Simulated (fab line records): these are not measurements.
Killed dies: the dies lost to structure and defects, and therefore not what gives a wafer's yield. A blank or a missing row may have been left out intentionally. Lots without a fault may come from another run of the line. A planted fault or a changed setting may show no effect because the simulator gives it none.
Which tool was responsible? -- flow n5 finfet -- 69 wafers from 23 lots sampled at 4 of the route's 1938 steps

WHAT EACH GAUGE READ, for each wafer
N5_MOL_CONTACT_COAG_OVL_MEAS_41. Usual: VD_OVL gives -0.1 nm (standard deviation 0.85).
lot,measured,on,VD_OVL (nm),flag
L074,day 5 10:24,overlay-01,-1.0 -0.3 -0.3,
L075,day 5 12:56,overlay-02,1.2 0.9 0.7,
L076,day 6 03:49,overlay-02,-0.9 -0.6 -1.4,
L077,day 6 08:22,overlay-02,-0.2 0.3 0.9,
L078,day 6 07:39,overlay-01,-0.8 -0.8 -0.8,
L079,day 6 11:04,overlay-01,0.1 -0.3 0.5,
L080,day 6 14:41,overlay-02,0.7 -0.4 -0.7,
L081,day 6 18:01,overlay-01,1.9 0.8 2.1,
L082,day 7 03:04,overlay-02,-0.3 -0.5 0.1,
L083,day 7 10:43,overlay-02,-1.1 -0.6 -1.5,
L084,day 7 21:12,overlay-02,-0.3 0.2 -0.5,
L085,day 8 06:46,overlay-02,1.0 1.3 0.9,
L086,day 8 06:59,overlay-02,0.9 -0.2 1.4,
L087,day 8 16:27,overlay-02,-0.5 -1.0 -0.9,
L088,day 8 18:34,overlay-02,-0.1 -0.3 -0.5,
L090,day 9 02:02,overlay-01,-0.5 -1.5 -0.8,
L091,day 9 07:39,overlay-01,1.5 0.6 1.9,
L092,day 9 17:34,overlay-02,-0.8 -0.9 -0.5,
L093,day 10 01:37,overlay-02,0.6 -0.4 0.9,
L094,day 10 09:11,overlay-02,-0.6 0.8 0.3,
L095,day 10 11:26,overlay-02,0.1 -0.4 -0.9,
L096,day 10 15:17,overlay-02,-1.1 -1.3 -0.4,
L097,day 10 23:19,overlay-02,-0.7 -0.9 0.0,

TOOL THAT RAN EACH LOT (tool first, then ch and the chambers of the sampled wafers, then the start)
lot,N5_MOL_CONTACT_COAG_STRIP_98,N5_MOL_CONTACT_COAG_ETCH_91,N5_MOL_CONTACT_COAG_STRIP_119
L074,"rie diel-02 ch 0,1, day 4 20:59","rie diel-06 ch 2,3, day 5 08:35","plasma asher-01 ch 0,1, day 5 08:54"
L075,"rie diel-05 ch 0,2,3, day 5 02:50","rie diel-05 ch 0,2,3, day 5 12:05","plasma asher-01 ch 0,1, day 5 12:25"
L076,"rie diel-05 ch 1,2, day 5 12:43","rie diel-05 ch 0,2,3, day 6 02:58","plasma asher-02 ch 0,1, day 6 03:15"
L077,"rie diel-02 ch 1,2,3, day 5 18:11","rie diel-05 ch 1,2,3, day 6 07:25","plasma asher-02 ch 0,1, day 6 07:44"
L078,"rie diel-06 ch 1,2,3, day 5 21:28","rie diel-05 ch 1,2, day 6 06:49","plasma asher-01 ch 0,1, day 6 07:09"
L079,"rie diel-02 ch 0,1,2, day 5 22:48","rie diel-06 ch 0,1,2, day 6 10:15","plasma asher-01 ch 0,1, day 6 10:34"
L080,"rie diel-02 ch 0,2, day 6 02:43","rie diel-06 ch 0,2,3, day 6 13:52","plasma asher-01 ch 0,1, day 6 14:12"
L081,"rie diel-06 ch 0,2, day 6 08:42","rie diel-05 ch 0,1,3, day 6 17:12","plasma asher-02 ch 0,1, day 6 17:31"
L082,"rie diel-05 ch 1,2,3, day 6 13:59","rie diel-06 ch 1,3, day 7 02:15","plasma asher-02 ch 0,1, day 7 02:34"
L083,"rie diel-06 ch 2,3, day 6 22:23","rie diel-06 ch 0,3, day 7 09:46","plasma asher-01 ch 0,1, day 7 10:05"
L084,"rie diel-06 ch 0,3, day 7 07:04","rie diel-05 ch 1,3, day 7 20:16","plasma asher-01 ch 0,1, day 7 20:35"
L085,"rie diel-06 ch 1,3, day 7 16:48","rie diel-05 ch 0,2,3, day 8 05:58","plasma asher-02 ch 0,1, day 8 06:16"
L086,"rie diel-06 ch 0,1,2, day 7 20:05","rie diel-02 ch 0,1,3, day 8 06:11","plasma asher-01 ch 0,1, day 8 06:29"
L087,"rie diel-05 ch 0,1,3, day 7 23:32","rie diel-02 ch 0,1,2, day 8 15:31","plasma asher-02 ch 0,1, day 8 15:50"
L088,"rie diel-05 ch 1,2,3, day 8 05:51","rie diel-05 ch 0,1,2, day 8 17:33","plasma asher-01 ch 0, day 8 17:52"
L090,"rie diel-06 ch 1,3, day 8 14:25","rie diel-02 ch 0,1, day 9 01:05","plasma asher-01 ch 0,1, day 9 01:24"
L091,"rie diel-06 ch 0,1,3, day 8 20:13","rie diel-06 ch 0,1,2, day 9 06:43","plasma asher-02 ch 0,1, day 9 07:01"
L092,"rie diel-06 ch 1,2, day 9 04:37","rie diel-02 ch 0,1,2, day 9 16:45","plasma asher-02 ch 1, day 9 17:04"
L093,"rie diel-02 ch 0,1, day 9 13:52","rie diel-02 ch 0,1,2, day 10 00:49","plasma asher-01 ch 0,1, day 10 01:07"
L094,"rie diel-06 ch 0,2,3, day 9 17:19","rie diel-02 ch 0,3, day 10 08:23","plasma asher-02 ch 1, day 10 08:41"
L095,"rie diel-06 ch 1,2,3, day 9 23:58","rie diel-06 ch 1,2,3, day 10 10:37","plasma asher-02 ch 0,1, day 10 10:55"
L096,"rie diel-05 ch 1,2,3, day 10 04:01","rie diel-02 ch 1,3, day 10 14:21","plasma asher-02 ch 0,1, day 10 14:40"
L097,"rie diel-02 ch 0,3, day 10 10:25","rie diel-06 ch 0,1,2, day 10 22:31","plasma asher-01 ch 0,1, day 10 22:49"
- N5_MOL_CONTACT_COAG_STRIP_98: strips in N2/H2.
- N5_MOL_CONTACT_COAG_ETCH_91: etches SOC in N2/H2, target depth 60 nm, overetch 21 nm, time 101.2 s.
- N5_MOL_CONTACT_COAG_STRIP_119: strips in N2/H2, time 30 s.

AS READ BY THE TOOLS THEMSELVES (means over the sampled wafers that have a number; for cases with no such wafer, the mark the record gives instead)
N5_MOL_CONTACT_COAG_STRIP_98. Usual: drypump motor current A 5.6 A, standard deviation 0.55; oes product au 0.80 a.u., standard deviation 0.094; power w 500.1 W, standard deviation 1.5; rf vpp V 54.1 V, standard deviation 1.6; showerhead plenum p Torr 3.39 Torr, standard deviation 0.083; throttle valve pct 18.8 %, standard deviation 0.45.
lot,tool,drypump motor current A (A),oes product au (a.u.),power w (W),rf vpp V (V),showerhead plenum p Torr (Torr),throttle valve pct (%),flag
L074,rie diel-02,5.9,0.77,498.9,54.5,3.43,19.4,
L075,rie diel-05,5.9,0.81,500.8,54.2,3.32,18.4,
L076,rie diel-05,5.6,0.83,500.0,54.2,3.31,18.4,
L077,rie diel-02,5.4,0.72,500.3,54.4,3.45,19.5,
L078,rie diel-06,5.6,0.84,499.3,53.2,3.39,18.7,
L079,rie diel-02,5.7,0.72,499.9,53.1,3.46,19.6,
L080,rie diel-02,5.5,0.70,500.5,53.2,3.50,19.7,
L081,rie diel-06,5.4,0.71,500.7,54.2,3.45,18.7,
L082,rie diel-05,5.5,0.76,500.3,54.6,3.36,18.6,
L083,rie diel-06,5.3,0.77,499.7,54.2,3.38,18.6,
L084,rie diel-06,5.1,0.81,501.0,54.6,3.41,18.8,
L085,rie diel-06,5.9,0.87,498.2,54.8,3.38,18.8,
L086,rie diel-06,5.8,0.87,500.2,53.3,3.44,18.7,
L087,rie diel-05,5.6,0.74,500.4,53.4,3.33,18.6,
L088,rie diel-05,5.5,0.75,499.7,54.6,3.35,18.6,
L090,rie diel-06,5.9,0.85,501.1,54.7,3.38,18.8,
L091,rie diel-06,5.5,0.84,500.7,52.7,3.39,18.8,
L092,rie diel-06,5.8,0.92,499.9,55.5,3.42,18.5,
L093,rie diel-02,5.9,0.73,497.9,54.3,3.40,19.5,
L094,rie diel-06,5.2,0.86,500.3,55.1,3.39,18.6,
L095,rie diel-06,5.6,0.90,500.5,53.5,3.37,18.6,
L096,rie diel-05,5.5,0.73,499.6,54.0,3.34,18.7,
L097,rie diel-02,5.6,0.84,499.2,55.3,3.43,18.9,

N5_MOL_CONTACT_COAG_ETCH_91. Usual: bias w 149.9 W, standard deviation 0.45; drypump motor current A 5.6 A, standard deviation 0.53; oes product au 0.66 a.u., standard deviation 0.067; rf vpp V 524.4 V, standard deviation 2; showerhead plenum p Torr 2.56 Torr, standard deviation 0.069; throttle valve pct 17.8 %, standard deviation 0.34.
lot,tool,bias w (W),drypump motor current A (A),oes product au (a.u.),rf vpp V (V),showerhead plenum p Torr (Torr),throttle valve pct (%),flag
L074,rie diel-06,149.9,5.2,0.66,524.6,2.57,17.6,
L075,rie diel-05,150.0,5.9,0.67,523.7,2.51,17.6,
L076,rie diel-05,150.3,5.9,0.67,523.5,2.51,17.6,
L077,rie diel-05,150.2,5.5,0.64,524.4,2.54,17.6,
L078,rie diel-05,149.7,5.6,0.70,523.7,2.50,17.5,
L079,rie diel-06,150.4,5.7,0.64,526.2,2.61,17.8,
L080,rie diel-06,149.8,5.2,0.66,524.4,2.57,17.7,
L081,rie diel-05,150.0,5.6,0.63,524.3,2.53,17.6,
L082,rie diel-06,149.4,5.3,0.75,522.6,2.53,17.4,
L083,rie diel-06,150.1,5.1,0.67,524.4,2.58,17.8,
L084,rie diel-05,149.8,5.4,0.59,524.9,2.59,17.8,
L085,rie diel-05,149.8,5.9,0.66,522.1,2.50,17.6,
L086,rie diel-02,150.1,5.8,0.60,525.3,2.59,18.2,
L087,rie diel-02,150.1,5.6,0.61,525.7,2.61,18.2,
L088,rie diel-05,150.2,5.7,0.66,522.3,2.47,17.6,
L090,rie diel-02,149.7,5.9,0.63,524.7,2.58,18.2,
L091,rie diel-06,149.5,5.7,0.69,526.1,2.60,17.7,
L092,rie diel-02,149.8,5.7,0.60,525.2,2.61,18.2,
L093,rie diel-02,149.4,5.7,0.60,525.7,2.61,18.2,
L094,rie diel-02,150.2,5.9,0.65,526.1,2.60,18.1,
L095,rie diel-06,149.9,5.5,0.72,523.8,2.55,17.5,
L096,rie diel-02,149.9,5.6,0.68,524.9,2.56,18.1,
L097,rie diel-06,149.7,5.7,0.68,525.6,2.59,17.7,

N5_MOL_CONTACT_COAG_STRIP_119. Usual: drypump motor current A 5.7 A, standard deviation 0.4; heater power w 337 W, standard deviation 21.
lot,tool,drypump motor current A (A),heater power w (W),flag
L074,plasma asher-01,5.5,319,
L075,plasma asher-01,5.5,317,
L076,plasma asher-02,5.9,360,
L077,plasma asher-02,6.1,353,
L078,plasma asher-01,5.5,318,
L079,plasma asher-01,5.4,327,
L080,plasma asher-01,5.5,321,
L081,plasma asher-02,6.1,353,
L082,plasma asher-02,6.1,358,
L083,plasma asher-01,5.4,326,
L084,plasma asher-01,5.4,327,
L085,plasma asher-02,6.1,355,
L086,plasma asher-01,5.5,319,
L087,plasma asher-02,6.1,354,
L088,plasma asher-01,5.6,311,
L090,plasma asher-01,5.5,313,
L091,plasma asher-02,5.9,354,
L092,plasma asher-02,5.6,368,
L093,plasma asher-01,5.5,321,
L094,plasma asher-02,5.6,367,
L095,plasma asher-02,5.9,363,
L096,plasma asher-02,5.9,363,
L097,plasma asher-01,5.4,321,

THE ANSWER, worked out from the rows above alone
Rule: a lot is off if the mean of its wafers that have a number lies more than 3 standard deviations from the usual mean. A lot without any number at a reading at which 4 lots or more have one is off too. Any other lot the step has rows for is counted as sound. After the gauges, taken in route order, come the tools' own readings; for these a lot's mean is taken, as printed above. At the first step where some lot is off, the reading lying furthest off is the one used; lots without a number count as furthest.
Across all readings shown, no lot is off: no conclusion can be drawn from this.

WHAT THE SIMULATOR PUT IN
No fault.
